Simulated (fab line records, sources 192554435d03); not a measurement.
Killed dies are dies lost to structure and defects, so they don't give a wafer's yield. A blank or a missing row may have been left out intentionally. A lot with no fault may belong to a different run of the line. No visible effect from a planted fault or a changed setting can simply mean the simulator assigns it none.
Which tool was responsible?	flow n5Finfet	20 lots with 60 wafers sampled at 6 steps, on a route of 1938 steps

WHAT EACH GAUGE READ, for each wafer
Not one reading of a measure or inspect step in the record can be checked against a usual standard deviation.

WHICH TOOL RAN EACH LOT (tool, then ch and the chambers of the sampled wafers, then the start)
lot	N5_MOL_CONTACT_COAG_PRE_CLEAN_141	N5_MOL_CONTACT_COAG_ALD_123	N5_MOL_CONTACT_COAG_ETCH_90	N5_MOL_CONTACT_COAG_ETCHBACK_135	N5_MOL_CONTACT_COAG_ETCH_47	N5_MOL_CONTACT_COAG_DESCUM_45
L074	pvdSputter-01, day 4 19:40	aldSin-01 ch 0,1,3, day 5 02:05	rieDiel-02 ch 0,1,3, day 5 03:15	rieDiel-04 ch 1,2,3, day 5 03:42	rieDiel-04 ch 1,2,3, day 5 03:50	rieDiel-06 ch 0,3, day 5 04:38
L075	pvdSputter-03, day 5 00:17	aldSin-04 ch 1,2, day 5 05:28	rieDiel-04 ch 1,2,3, day 5 06:44	rieDiel-04 ch 0,2,3, day 5 07:08	rieDiel-04 ch 0,2,3, day 5 07:16	rieDiel-02 ch 0,1, day 5 08:04
L076	pvdSputter-02, day 5 06:04	aldSin-01 ch 0,1,2, day 5 11:50	rieDiel-04 ch 0,1, day 5 13:01	rieDiel-02 ch 0,3, day 5 13:28	rieDiel-02 ch 0,3, day 5 13:36	rieDiel-04 ch 0,1, day 5 14:23
L077	pvdSputter-01, day 5 12:02	aldSin-01 ch 1,2, day 5 17:42	rieDiel-02 ch 0,1,3, day 5 19:01	rieDiel-02 ch 1,2, day 5 19:25	rieDiel-02 ch 1,2, day 5 19:32	rieDiel-04 ch 0,1,2, day 5 20:13
L078	pvdSputter-02, day 5 21:53	aldSin-04 ch 0,1, day 6 03:57	rieDiel-02 ch 1,2,3, day 6 05:06	rieDiel-06 ch 0,3, day 6 05:31	rieDiel-06 ch 0,3, day 6 05:40	rieDiel-02 ch 0,2,3, day 6 06:27
L079	pvdSputter-03, day 6 00:43	aldSin-03 ch 0,2,3, day 6 07:16	rieDiel-04 ch 0,2,3, day 6 08:17	rieDiel-02 ch 0,3, day 6 08:44	rieDiel-02 ch 0,3, day 6 08:53	rieDiel-02 ch 0,1,3, day 6 09:33
L080	pvdSputter-01, day 6 05:11	aldSin-04 ch 2,3, day 6 10:36	rieDiel-02 ch 0,3, day 6 11:56	rieDiel-02 ch 1,2, day 6 12:20	rieDiel-02 ch 1,2, day 6 12:29	rieDiel-04 ch 2,3, day 6 13:09
L082	pvdSputter-02, day 6 17:24	aldSin-04 ch 0,2,3, day 7 00:04	rieDiel-06 ch 0,3, day 7 01:05	rieDiel-06 ch 0,2,3, day 7 01:28	rieDiel-06 ch 0,2,3, day 7 01:37	rieDiel-06 ch 0,3, day 7 02:17
L083	pvdSputter-02, day 6 23:00	aldSin-04 ch 0,3, day 7 03:57	rieDiel-02 ch 0,1, day 7 04:58	rieDiel-02 ch 1,2,3, day 7 05:21	rieDiel-02 ch 1,2,3, day 7 05:29	rieDiel-06 ch 0,2,3, day 7 06:13
L084	pvdSputter-03, day 7 05:55	aldSin-01 ch 1,2,3, day 7 11:10	rieDiel-02 ch 2,3, day 7 12:34	rieDiel-06 ch 2,3, day 7 13:05	rieDiel-06 ch 2,3, day 7 13:13	rieDiel-02 ch 1,2,3, day 7 14:01
L085	pvdSputter-01, day 7 14:40	aldSin-03 ch 1,2,3, day 7 21:09	rieDiel-06 ch 0,2,3, day 7 22:18	rieDiel-06 ch 2,3, day 7 22:41	rieDiel-06 ch 2,3, day 7 22:49	rieDiel-06 ch 0,2,3, day 7 23:37
L087	pvdSputter-01, day 8 00:38	aldSin-03 ch 2,3, day 8 06:46	rieDiel-04 ch 0,1,2, day 8 08:04	rieDiel-02 ch 0,2,3, day 8 08:33	rieDiel-02 ch 0,2,3, day 8 08:41	rieDiel-02 ch 0,2, day 8 09:22
L088	pvdSputter-02, day 8 07:07	aldSin-01 ch 0,1,2, day 8 15:23	rieDiel-04 ch 0,1,2, day 8 16:33	rieDiel-06 ch 0,2, day 8 16:58	rieDiel-06 ch 0,2, day 8 17:07	rieDiel-04 ch 0,1,3, day 8 17:46
L090	pvdSputter-02, day 8 14:31	aldSin-01 ch 0,2, day 8 20:18	rieDiel-06 ch 0,2, day 8 21:19	rieDiel-06 ch 0,3, day 8 21:42	rieDiel-06 ch 0,3, day 8 21:50	rieDiel-06 ch 2,3, day 8 22:38
L091	pvdSputter-03, day 8 22:37	aldSin-04 ch 0,1,2, day 9 04:03	rieDiel-02 ch 0,2,3, day 9 05:16	rieDiel-06 ch 1,2, day 9 05:48	rieDiel-06 ch 1,2, day 9 05:56	rieDiel-02 ch 0,1,2, day 9 06:38
L089	pvdSputter-02, day 8 23:34	aldSin-04 ch 0,1,3, day 9 05:01	rieDiel-06 ch 1,2,3, day 9 06:04	rieDiel-02 ch 0,2,3, day 9 06:26	rieDiel-02 ch 0,2,3, day 9 06:35	rieDiel-06 ch 2,3, day 9 07:23
L093	pvdSputter-03, day 9 13:15	aldSin-01 ch 0,2,3, day 9 19:35	rieDiel-06 ch 1,3, day 9 20:55	rieDiel-04 ch 1,3, day 9 22:25	rieDiel-04 ch 1,3, day 9 22:34	rieDiel-06 ch 1,2, day 9 23:29
L094	pvdSputter-02, day 9 17:11	aldSin-01 ch 0,2, day 10 00:15	rieDiel-04 ch 0,1,2, day 10 01:25	rieDiel-04 ch 1,2,3, day 10 02:26	rieDiel-04 ch 1,2,3, day 10 02:34	rieDiel-06 ch 0,2, day 10 03:14
L096	pvdSputter-01, day 10 07:05	aldSin-04 ch 1,2,3, day 10 12:31	rieDiel-04 ch 0,1,3, day 10 13:32	rieDiel-06 ch 0,1,2, day 10 13:55	rieDiel-06 ch 0,1,2, day 10 14:04	rieDiel-04 ch 1,2,3, day 10 14:48
L097	pvdSputter-02, day 10 12:20	aldSin-01 ch 1,2, day 10 18:05	rieDiel-06 ch 2,3, day 10 19:06	rieDiel-02 ch 1,3, day 10 19:29	rieDiel-02 ch 1,3, day 10 19:37	rieDiel-02 ch 0,1,2, day 10 21:06
- N5_MOL_CONTACT_COAG_PRE_CLEAN_141: time 60 s.
- N5_MOL_CONTACT_COAG_ALD_123: deposits SiNx, target thk 5 nm, pulse time 1 s, purge time 2 s.
- N5_MOL_CONTACT_COAG_ETCH_90: etches SiARC in CF4, target depth 13 nm, time 21.7 s.
- N5_MOL_CONTACT_COAG_ETCHBACK_135: etches SiO2 in CHF3, target depth 25 nm, time 16.7 s.
- N5_MOL_CONTACT_COAG_ETCH_47: etches SiNx in CH3F/O2, stops on W, target depth 27 nm.
- N5_MOL_CONTACT_COAG_DESCUM_45: chemistry O2, time 7 s.

WHAT THE TOOLS THEMSELVES READ (means of the sampled wafers that have a number; where no wafer has one, the mark that the record gives instead)
N5_MOL_CONTACT_COAG_PRE_CLEAN_141.
lot	tool	heaterPowerW (W)
L074	pvdSputter-01	467
L075	pvdSputter-03	475
L076	pvdSputter-02	431
L077	pvdSputter-01	421
L078	pvdSputter-02	445
L079	pvdSputter-03	466
L080	pvdSputter-01	471
L082	pvdSputter-02	430
L083	pvdSputter-02	429
L084	pvdSputter-03	449
L085	pvdSputter-01	470
L087	pvdSputter-01	485
L088	pvdSputter-02	447
L090	pvdSputter-02	461
L091	pvdSputter-03	467
L089	pvdSputter-02	448
L093	pvdSputter-03	506
L094	pvdSputter-02	455
L096	pvdSputter-01	488
L097	pvdSputter-02	466

N5_MOL_CONTACT_COAG_ALD_123.
lot	tool	heaterPowerW (W)	precursorPulseHeightRel
L074	aldSin-01	809	0.996
L075	aldSin-04	757	0.986
L076	aldSin-01	793	1.033
L077	aldSin-01	725	0.991
L078	aldSin-04	772	0.985
L079	aldSin-03	962	1.012
L080	aldSin-04	835	1.003
L082	aldSin-04	847	0.990
L083	aldSin-04	806	0.998
L084	aldSin-01	742	0.991
L085	aldSin-03	922	0.990
L087	aldSin-03	926	0.990
L088	aldSin-01	798	1.007
L090	aldSin-01	807	1.021
L091	aldSin-04	838	1.003
L089	aldSin-04	786	0.988
L093	aldSin-01	765	1.004
L094	aldSin-01	740	1.015
L096	aldSin-04	790	1.021
L097	aldSin-01	729	0.996

N5_MOL_CONTACT_COAG_ETCH_90.
lot	tool	drypumpMotorCurrentA (A)	etchRfOnTimeS (s)	oesProductAu (a.u.)	rfFwdPowerW (W)	rfVppV (V)	showerheadPlenumPTorr (Torr)	throttleValvePct (%)
L074	rieDiel-02	5.5	21.2	0.73	530.8	185.0	2.23	15.66
L075	rieDiel-04	5.8	21.4	0.69	532.2	183.7	2.12	15.67
L076	rieDiel-04	5.6	21.1	0.77	530.6	184.3	2.14	15.53
L077	rieDiel-02	5.5	21.5	0.72	533.2	185.3	2.22	15.67
L078	rieDiel-02	5.4	21.4	0.67	529.2	184.7	2.21	15.69
L079	rieDiel-04	6.1	22.0	0.65	533.2	183.5	2.10	15.70
L080	rieDiel-02	5.5	21.5	0.76	530.3	185.4	2.21	15.62
L082	rieDiel-06	5.9	21.2	0.58	530.1	183.7	2.16	15.91
L083	rieDiel-02	5.4	21.3	0.72	531.3	185.1	2.20	15.82
L084	rieDiel-02	5.2	21.8	0.66	532.0	184.2	2.18	15.66
L085	rieDiel-06	5.7	21.4	0.60	530.6	184.1	2.11	15.95
L087	rieDiel-04	6.0	21.6	0.68	531.7	183.1	2.09	15.59
L088	rieDiel-04	6.0	21.5	0.68	530.9	184.2	2.09	15.59
L090	rieDiel-06	5.5	21.3	0.60	532.9	182.8	2.08	15.84
L091	rieDiel-02	5.3	21.3	0.69	529.8	184.5	2.19	15.68
L089	rieDiel-06	5.8	22.0	0.60	529.6	184.1	2.12	16.05
L093	rieDiel-06	6.0	22.4	0.58	530.9	184.1	2.17	16.13
L094	rieDiel-04	6.0	21.8	0.67	530.7	183.5	2.09	15.62
L096	rieDiel-04	5.7	21.6	0.66	530.9	184.2	2.12	15.75
L097	rieDiel-06	5.7	21.8	0.76	530.2	182.9	2.08	15.79

N5_MOL_CONTACT_COAG_ETCHBACK_135.
lot	tool	drypumpMotorCurrentA (A)	oesProductAu (a.u.)	rfFwdPowerW (W)	rfVppV (V)	showerheadPlenumPTorr (Torr)	throttleValvePct (%)
L074	rieDiel-04	5.8	0.81	598.0	527	2.36	18.78
L075	rieDiel-04	6.1	0.77	597.0	527	2.33	18.80
L076	rieDiel-02	5.6	0.89	598.1	521	2.50	18.72
L077	rieDiel-02	5.2	0.72	600.4	511	2.41	18.86
L078	rieDiel-06	5.9	0.69	594.6	520	2.39	19.22
L079	rieDiel-02	5.6	0.88	595.4	519	2.49	18.72
L080	rieDiel-02	5.4	0.73	599.9	505	2.44	18.93
L082	rieDiel-06	5.7	0.70	600.5	519	2.36	19.11
L083	rieDiel-02	5.4	0.76	598.5	511	2.45	18.83
L084	rieDiel-06	5.7	0.71	597.5	520	2.34	19.31
L085	rieDiel-06	5.7	0.70	595.1	521	2.34	19.31
L087	rieDiel-02	5.3	0.81	595.5	520	2.44	18.82
L088	rieDiel-06	5.7	0.69	597.7	516	2.38	18.97
L090	rieDiel-06	5.9	0.66	593.9	517	2.40	19.11
L091	rieDiel-06	5.6	0.70	601.0	518	2.34	19.10
L089	rieDiel-02	5.4	0.81	597.4	520	2.44	18.84
L093	rieDiel-04	5.6	0.77	597.7	530	2.38	18.98
L094	rieDiel-04	5.8	0.76	599.5	527	2.35	18.85
L096	rieDiel-06	5.8	0.80	601.5	518	2.38	18.91
L097	rieDiel-02	5.6	0.74	600.9	505	2.47	18.93

N5_MOL_CONTACT_COAG_ETCH_47.
lot	tool	drypumpMotorCurrentA (A)	etchRfOnTimeS (s)	oesProductAu (a.u.)	rfFwdPowerW (W)	rfVppV (V)	showerheadPlenumPTorr (Torr)	throttleValvePct (%)
L074	rieDiel-04	5.8	31.2	0.72	385.2	300	1.98	16.37
L075	rieDiel-04	6.0	31.4	0.68	384.5	298	1.95	16.43
L076	rieDiel-02	5.6	30.8	0.80	384.5	295	2.10	16.29
L077	rieDiel-02	5.2	31.6	0.65	386.6	291	2.03	16.51
L078	rieDiel-06	5.9	31.4	0.62	384.7	295	2.01	16.84
L079	rieDiel-02	5.6	31.0	0.79	384.9	295	2.10	16.29
L080	rieDiel-02	5.4	31.9	0.64	387.1	289	2.05	16.58
L082	rieDiel-06	5.7	31.8	0.62	386.1	295	1.98	16.75
L083	rieDiel-02	5.4	31.3	0.69	386.8	290	2.06	16.45
L084	rieDiel-06	5.7	31.2	0.63	387.6	296	1.96	16.93
L085	rieDiel-06	5.7	31.4	0.63	386.2	295	1.96	16.93
L087	rieDiel-02	5.3	31.5	0.72	386.8	295	2.05	16.43
L088	rieDiel-06	5.7	30.8	0.61	387.0	293	2.00	16.61
L090	rieDiel-06	6.0	31.7	0.59	384.6	294	2.02	16.75
L091	rieDiel-06	5.6	31.6	0.63	387.1	294	1.97	16.73
L089	rieDiel-02	5.3	31.3	0.72	385.4	294	2.05	16.44
L093	rieDiel-04	5.6	30.9	0.68	385.7	300	2.00	16.58
L094	rieDiel-04	5.8	31.1	0.69	386.0	299	1.97	16.45
L096	rieDiel-06	5.8	30.8	0.72	385.9	293	2.00	16.52
L097	rieDiel-02	5.6	31.0	0.66	387.0	287	2.08	16.56

N5_MOL_CONTACT_COAG_DESCUM_45.
lot	tool	drypumpMotorCurrentA (A)	oesProductAu (a.u.)	rfFwdPowerW (W)	rfVppV (V)	showerheadPlenumPTorr (Torr)	throttleValvePct (%)
L074	rieDiel-06	5.9	0.68	49.09	243.4	2.11	20.64
L075	rieDiel-02	5.4	0.88	49.27	243.8	2.14	20.56
L076	rieDiel-04	5.6	0.88	49.32	242.8	2.09	20.37
L077	rieDiel-04	6.0	0.83	49.50	243.1	2.05	20.37
L078	rieDiel-02	5.4	0.84	49.23	243.9	2.15	20.49
L079	rieDiel-02	5.5	0.84	49.28	244.6	2.18	20.59
L080	rieDiel-04	5.9	0.74	49.30	242.5	2.05	20.56
L082	rieDiel-06	5.9	0.68	49.21	242.9	2.08	20.84
L083	rieDiel-06	5.7	0.69	49.28	243.1	2.06	20.72
L084	rieDiel-02	5.5	0.77	49.41	243.7	2.17	20.62
L085	rieDiel-06	5.7	0.69	49.37	243.2	2.05	20.73
L087	rieDiel-02	5.2	0.83	49.35	243.5	2.09	20.49
L088	rieDiel-04	5.7	0.79	49.32	242.4	2.07	20.53
L090	rieDiel-06	5.5	0.70	49.50	241.2	2.01	20.78
L091	rieDiel-02	5.3	0.77	49.61	243.4	2.12	20.61
L089	rieDiel-06	5.7	0.69	49.31	242.1	2.03	20.92
L093	rieDiel-06	5.5	0.70	49.48	242.7	2.03	20.69
L094	rieDiel-06	5.7	0.92	49.31	242.4	2.07	20.29
L096	rieDiel-04	5.8	0.76	49.41	242.3	2.05	20.51
L097	rieDiel-02	5.3	0.75	49.53	243.5	2.12	20.64

THE ANSWER, worked out from the rows above alone
Rule: the usual values come from the lots themselves. Put in order of their means at a reading, lots are off if they are a third of the lots or fewer, leave a main group of 4 or more, and stand apart from it by a gap of 3 or more times the standard deviation of the main group's means; of several such gaps the widest counts. A main group is skipped when, at the precision printed for the reading in the tables above, its means are all equal. Also off: a lot with no number at a reading for which 4 or more lots have one. Where the step has rows for the other lots, those lots are counted as sound. After the gauges, taken in route order, come the tools' own readings; for these a lot's mean is taken, as printed above. At the first step where some lot is off, the reading lying furthest off is the one used; lots without a number count as furthest.
No lot is off on any of the readings shown, so nothing can be concluded from this.

WHAT WAS PUT IN BY THE SIMULATOR
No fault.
